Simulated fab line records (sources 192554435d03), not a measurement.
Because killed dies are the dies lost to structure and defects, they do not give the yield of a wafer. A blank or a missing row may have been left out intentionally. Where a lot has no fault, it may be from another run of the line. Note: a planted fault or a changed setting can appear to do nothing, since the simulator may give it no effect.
fab line records    flow n5Finfet
[record] lots = 5  wafers = 15  lastDay = 17
route steps=1938 shown WELL_APT@21 PMOS_HMC_CHANNEL_EPI@57 BEOL_M4@1111
lots that met no fault: taken from a fault-free run of the same line
startH: hours from the record's opening day to when the first of the lot's shown wafers began    waitH: hours elapsed since this lot's preceding step    " identical to the entry in the row above    L1.1+2: a row that stands for several wafers    - value missing, or start not given    * or withheld: withheld    < > ~ a bound
route shown NAME@n: a module of which the file shows steps, and the number in the route of the first    usual: the fault-free wafers' mean and standard deviation    same: alike in all rows    chamber/n: place in a boat    sites: readings site by site    _std_site: how widely they spread, as a standard deviation    _edge_site: mean of outer sites minus mean of inner sites    radiusMm: for every site, how far away it sits from the centre of the wafer    mask NAME#n: copy n    behind: the tool/chamber that last shaped the wafer    hold: the reason the lot was held/the length of the hold in hours/how it ended    device: which transistor (n, p or np) failed to switch    end of line: the route-end tests of the same wafers    a step with no rows: only its recipe    killed: dies that structure and defects cost at the first sort, which is not the same as the wafer's yield    map: shows each die of a wafer: x if killed, . if not, _ if none is there
set.NAME: the setting that was run; set.NAME@STEP: the one run at that earlier step    model.NAME: the simulator's own value behind a step, which no gauge read
lots at some steps of the route; a table a step, a row a wafer
services: the hour from which a tool's chamber was out of use, counted from the record's first day as startH (under 0 if before that day), plus the number of hours and why
[[steps]]
[step N5_WELL_APT_COAT_02]
[recipe] spinRpm = 1357  resistThkNm = 950
[step N5_WELL_APT_EBR_04]
[recipe] solvent = PGMEA  ebrWidthMm = 1.5
[step N5_WELL_APT_SOFTBAKE_03]
[recipe] tempC = 130  timeS = 60
[step N5_WELL_APT_EXPOSE_05]
[recipe] maskId = NWELL  na = 0.8  sourceShape = conventional  sigmaOuter = 0.8  polarization = unpolarized  defocusNm = 0  targetCdNm = 200  doseMj = 20.3
[step N5_WELL_APT_PEB_06]
[recipe] pebTempC = 130  pebTimeS = 90
[step N5_WELL_APT_DEVELOP_07]
[recipe] developTimeS = 45  rinseLiquid = surfactantRinse  dry = airSpin  devTempC = 21
[step N5_WELL_APT_HARDBAKE_12]
[recipe] tempC = 130  timeS = 120
[step N5_WELL_APT_DESCUM_13]
[recipe] chemistry = O2  timeS = 7.9  sourcePowerW = 50  biasPowerW = 20  pressureMtorr = 20  rfFrequencyHz = 2.712e+07  tempC = 40  o2FlowSccm = 225
[step N5_WELL_APT_IMPLANT_14]
[recipe] species = P  energyKev = 160  doseCm2 = 1.5e+13  tiltDeg = 0  rotationDeg = 0
[step N5_WELL_APT_IMPLANT_15]
[recipe] species = As  energyKev = 25  doseCm2 = 1.5e+13  tiltDeg = 0  rotationDeg = 0
[usual] beamOnS = 9.98/0.22  doseIonsCm2 = 1.4998e+13/1.5e+10  faradayCurrentUA = 191/4.1
lot.wafer  tool          chamber  startH  waitH  beamOnS  doseIonsCm2  faradayCurrentUA
L375.2     implanter-02  0        20.15   0.1    9.86     1.4976e+13   193
L375.3     "             0        "       "      10.32    1.5009e+13   184
L375.4     "             0        "       "      9.79     1.4982e+13   194
L388.2     implanter-02  0        98.60   0.1    9.73     1.5004e+13   196
L388.4     "             0        "       "      9.48     1.501e+13    200
L388.6     "             0        "       "      10.01    1.5002e+13   190
L390.2     implanter-02  0        110.38  0.1    9.76     2.217e+13    288
L390.5     "             0        "       "      10.30    2.2188e+13   273
L390.6     "             0        "       "      10.16    2.2196e+13   277
L391.3     implanter-02  0        116.78  0.1    9.91     2.2182e+13   283
L391.4     "             0        "       "      10.10    2.2154e+13   278
L391.6     "             0        "       "      9.91     2.2168e+13   283
L392.4     implanter-02  0        124.52  0.1    10.11    2.2168e+13   279
L392.5     "             0        "       "      9.80     2.2161e+13   287
L392.6     "             0        "       "      9.96     2.2179e+13   282
[step N5_WELL_APT_STRIP_16]
[recipe] chemistry = SPM  timeS = 900  tempC = 130  h2so4H2o2VolRatio = 4  dry = ipaMarangoni
[step N5_WELL_APT_HMDS_18]
[recipe] timeS = 60  tempC = 120
[step N5_WELL_APT_COAT_19]
[recipe] spinRpm = 1357  resistThkNm = 950
[step N5_WELL_APT_EBR_21]
[recipe] solvent = PGMEA  ebrWidthMm = 1.5
[step N5_WELL_APT_SOFTBAKE_20]
[recipe] tempC = 130  timeS = 60
[step N5_WELL_APT_EXPOSE_22]
[recipe] maskId = PWELL  na = 0.8  sourceShape = conventional  sigmaOuter = 0.8  polarization = unpolarized  defocusNm = 0  targetCdNm = 200  doseMj = 23.2
[step N5_WELL_APT_PEB_23]
[recipe] pebTempC = 130  pebTimeS = 90
[step N5_WELL_APT_DEVELOP_24]
[recipe] developTimeS = 45  rinseLiquid = surfactantRinse  dry = airSpin  devTempC = 21
[step N5_WELL_APT_HARDBAKE_29]
[recipe] tempC = 130  timeS = 120
[step N5_WELL_APT_DESCUM_30]
[recipe] chemistry = O2  timeS = 7.9  sourcePowerW = 50  biasPowerW = 20  pressureMtorr = 20  rfFrequencyHz = 2.712e+07  tempC = 40  o2FlowSccm = 225
[step N5_WELL_APT_IMPLANT_31]
[recipe] species = B  energyKev = 60  doseCm2 = 1.5e+13  tiltDeg = 0  rotationDeg = 0
[step N5_WELL_APT_IMPLANT_32]
[recipe] species = BF2  energyKev = 50  doseCm2 = 2e+13  tiltDeg = 0  rotationDeg = 0
[step N5_WELL_APT_STRIP_33]
[recipe] chemistry = SPM  timeS = 900  tempC = 130  h2so4H2o2VolRatio = 4  dry = ipaMarangoni
[step N5_WELL_APT_RTA_34]
[recipe] tempC = 1000  timeS = 10  ambient = N2  idleTempC = 600  rampUpCPerS = 150  rampDownCPerS = 60  coolToC = 600
[step N5_WELL_APT_OXIDE_STRIP_42]
[recipe] chemistry = dHF  dilution = 25:1  timeS = 45  tempC = 25  target = SiO2  targetDepthA = 120
[step N5_WELL_APT_PRECLEAN_36]
[recipe] chemistry = O3/DIW  timeS = 45  tempC = 22  o3Ppm = 10
[step N5_WELL_APT_PRECLEAN_39]
[recipe] chemistry = dHF  timeS = 60  dilution = 150:1  tempC = 25
[step N5_WELL_APT_SRD_37]
[recipe] dry = ipaMarangoni  doPpb = 5  timeS = 30  tempC = 23  rinseLiquid = diw
[step N5_WELL_APT_EPI_41]
[recipe] material = Si  targetThkA = 500  tempC = 650  precursor = SiH4/H2  pressureTorr = 20  timeS = 297.7
[step N5_PMOS_HMC_CHANNEL_EPI_HM_DEP_34]
[recipe] material = SiO2  targetThkA = 360  tempC = 400  precursor = TEOS/O2  pressureTorr = 6.5  rfW = 900  teosFlowSccm = 161.4  gas = O2  flowSccm = 2650  timeS = 6.9
[step N5_PMOS_HMC_CHANNEL_EPI_COAT_31]
[recipe] resist = BARC  tempC = 205  timeS = 60  spinRpm = 1500  resistThkNm = 66
[step N5_PMOS_HMC_CHANNEL_EPI_COAT_03]
[recipe] resist = CAR-ArF-block  spinRpm = 1500  resistThkNm = 205
[step N5_PMOS_HMC_CHANNEL_EPI_EBR_05]
[recipe] solvent = PGMEA  ebrWidthMm = 1.5
[step N5_PMOS_HMC_CHANNEL_EPI_SOFTBAKE_04]
[recipe] tempC = 110  timeS = 60  resist = CAR-ArF-block
[step N5_PMOS_HMC_CHANNEL_EPI_EXPOSE_06]
[recipe] maskId = PMOS_HMC_BLK  na = 1.35  sourceShape = conventional  sigmaOuter = 0.8  polarization = unpolarized  targetCdNm = 240  doseMj = 41
[step N5_BEOL_M4_RC_MEAS_101]
[usual] CJ_P = 5.78/0.19  DIBL_N = 36.2/1.6  DIBL_P = 36.1/2  IOFF_N = 0.16/0.032  IOFF_P = 0.22/0.036  IOFF_P_LONG = 0.000107/9.6e-06  ION_N = 672/11  ION_P = 463/7.5  SS_N = 71.4/0.58  SS_P = 73.2/0.67  VT_N = 250/3.3  VT_P = -250/3.3
lot.wafer  tool       chamber  startH  waitH  CJ_P  DIBL_N[mV/V]  DIBL_P[mV/V]  IOFF_N[nA/um]  IOFF_P[nA/um]  IOFF_P_LONG[nA/um]  ION_N[uA/um]  ION_P[uA/um]  SS_N[mV/dec]  SS_P[mV/dec]  VT_N[mV]  VT_P[mV]
L375.2     prober-01  0        175.64  0.2    5.55  38.3          37.9          0.19           0.28           0.00011             676           468           72.0          73.7          246       -245
L375.3     "          0        "       "      5.83  32.8          31.0          0.10           0.16           0.000114            651           457           70.2          72.0          255       -255
L375.4     "          0        "       "      5.70  35.6          35.2          0.14           0.22           0.000112            671           465           71.6          73.0          251       -249
L391.3     prober-02  0        273.44  0.3    7.40  36.3          36.6          0.14           0.21           0.000148            652           457           71.4          72.9          257       -250
L391.4     "          0        "       "      7.40  37.3          38.0          0.16           0.22           0.000146            672           456           71.6          72.8          253       -249
L391.6     "          0        "       "      7.38  36.4          36.9          0.15           0.21           0.000149            663           466           71.6          72.7          253       -250
L390.2     prober-02  0        276.62  0.2    7.08  35.3          34.2          0.14           0.19           0.000137            664           456           71.7          73.2          253       -251
L390.5     "          0        "       "      7.17  34.2          34.0          0.13           0.19           0.000141            665           458           70.5          72.9          256       -252
L390.6     "          0        "       "      7.18  32.5          30.7          0.11           0.15           0.00014             664           450           70.6          71.6          254       -254
L388.2     prober-01  0        278.87  0.2    5.97  35.7          36.7          0.15           0.19           9.5e-05             663           456           71.6          73.6          251       -251
L388.4     "          0        "       "      5.66  35.7          36.7          0.16           0.18           9e-05               675           458           72.0          73.6          247       -253
L388.6     "          0        "       "      5.86  33.9          34.9          0.13           0.16           9.6e-05             666           456           70.8          72.7          251       -254
L392.4     prober-02  0        286.61  0.5    6.65  35.9          36.9          0.17           0.26           0.000144            681           466           71.5          73.2          247       -246
L392.5     "          0        "       "      6.87  33.8          34.0          0.13           0.22           0.000151            665           464           71.0          72.9          252       -248
L392.6     "          0        "       "      6.75  34.6          34.7          0.16           0.22           0.000147            689           475           71.1          72.6          249       -248
[[services]]
tool          chamber  startH  hours  kind
implanter-02  -        23.71   3.1    pm
[[key]]
[firstSign] step = N5_WELL_APT_IMPLANT_15  reading = doseIonsCm2  direction = up  sigmas = 99+  usual = 1.4998e+13  struck = 2.2174e+13
[effect] step = N5_WELL_APT_IMPLANT_15  reading = faradayCurrentUA  direction = up  sigmas = 22  usual = 191  struck = 281
[effect] step = N5_BEOL_M4_RC_MEAS_101  reading = CJ_P  direction = up  sigmas = 7.1  usual = 5.78  struck = 7.10
[effect] step = N5_BEOL_M4_RC_MEAS_101  reading = IOFF_P_LONG  direction = up  sigmas = 4  usual = 0.000107  struck = 0.000145
metAt N5_WELL_APT_IMPLANT_15
struckWafers L390.2,L390.5,L390.6,L391.3,L391.4,L391.6,L392.4,L392.5,L392.6
onsetBetween 98.60 110.38
[fault] kind = processParameterDrift  tool = implanter-02  chamber = -  onsetH = 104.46  steps = N5_WELL_APT_IMPLANT_15  channel = doseCm2  offset = 7.174e+12  shape = step  endH = 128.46  actsIn = theseRecipesOnly  stated = 1.5e+13
